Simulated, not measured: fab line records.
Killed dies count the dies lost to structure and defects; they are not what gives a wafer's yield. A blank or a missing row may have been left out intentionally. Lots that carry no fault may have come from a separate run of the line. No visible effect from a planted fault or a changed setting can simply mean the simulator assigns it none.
Code-filled problem report in 8D (eight disciplines) form    flow nand_harc    the parts of the form that need people (team, actions taken, sign-off) are left out

1. PROBLEM STATEMENT
Wafers without a fault read 499.3 nm, standard deviation 2; cd_nm at NHARC_P_BONDPAD_CD_MEAS_09 reads a mean of 510.4 nm on 6 wafers belonging to 2 lots. Relative to the usual mean, that is a shift of +5.5 standard deviations.
The step: target cd 500 nm.
First seen on wafer L495.2, day 13 16:38, on cd_sem-03. Wafers with a number at this step in the record: 36, from 12 lots. Rule for "out" (also "out of limits"): further than 4 standard deviations from the usual mean. The rest of the wafers with a number are treated as sound.

2. WHAT THIS IS AND IS NOT
question                     is                      is not
which readings at this step  cd_nm                   -
which lots                   L495, L496              L479, L482, L483, L488, L489, L490, L494, L497, L498, L500
which wafers of those lots   all that have a number  -
read on which gauges         cd_sem-02, cd_sem-03    cd_sem-01
when                         from day 13 16:38       up to then (21 sound wafers); but 9 sound wafers of L497, L498, L500 came after

3. WHAT RULES OUT EACH SUSPECT
Counting: a tool at any process step up to the reading remains a suspect when it ran all the lots that are out and ran no sound lot after the first of those.
- the gauge at NHARC_P_BONDPAD_CD_MEAS_09 is ruled out. 2 gauges (cd_sem-02, cd_sem-03) read the wafers that are out.
- krf_scanner-02 at NHARC_P_BONDPAD_EXPOSE_06 (exposes mask P BPAD): kept. Every lot that is out went through it, starting with L495 (day 13 16:29), and after that it ran no sound lot; the last sound lot it ran before then is L494 (day 13 06:38). Its own readings are out on those wafers: exposure_dose_mJ_cm2.
The count leaves krf_scanner-02 at NHARC_P_BONDPAD_EXPOSE_06.

4. THE CAUSE (what the simulator had put in)
Drift in process parameters on krf_scanner-02 at NHARC_P_BONDPAD_EXPOSE_06, starting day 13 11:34. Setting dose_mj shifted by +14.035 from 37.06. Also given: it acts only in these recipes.
This tool alone remained once counting was done.

5. THE CHAIN OF EFFECTS, in route order
Each row: a reading where the mean over the struck wafers with a number is more than 3 standard deviations away from the usual. Only readings for which the record gives a usual standard deviation are gone through. hours: the time from each lot's start at the first step in this table that gives one to its start at this step, as a median over the lots. sigmas: the change in usual standard deviations.
hours  step                        reading               usual     on struck wafers  change  sigmas
0      NHARC_P_BONDPAD_EXPOSE_06   exposure_dose_mJ_cm2  37.07     49.66             +12.59  +99 or more
0      NHARC_P_BONDPAD_CD_MEAS_09  cd_nm                 499.3 nm  510.4             +11.1   +5.5
It contains these process steps:
- NHARC_P_BONDPAD_EXPOSE_06: exposes mask P BPAD.
Later measuring or inspecting steps at which every struck wafer that the step has a row for has a number for every such reading, and none has moved that far: NHARC_P_BONDPAD_OVL_MEAS_38.

6. HOW IT WOULD HAVE BEEN CAUGHT EARLIER
In this record the first reading out of limits at a measuring or inspecting step was taken at day 13 16:38, 5 hours after the fault began at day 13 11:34.
At NHARC_P_BONDPAD_EXPOSE_06, the tool's own readings (exposure_dose_mJ_cm2) were out on each struck wafer the step has a row for, so an alarm limit on them would have fired on the first such wafer.
Lots out: 2; of these, L496 started NHARC_P_BONDPAD_EXPOSE_06 on krf_scanner-02 after day 13 16:38. A tool hold placed at that time would have kept it from harm.
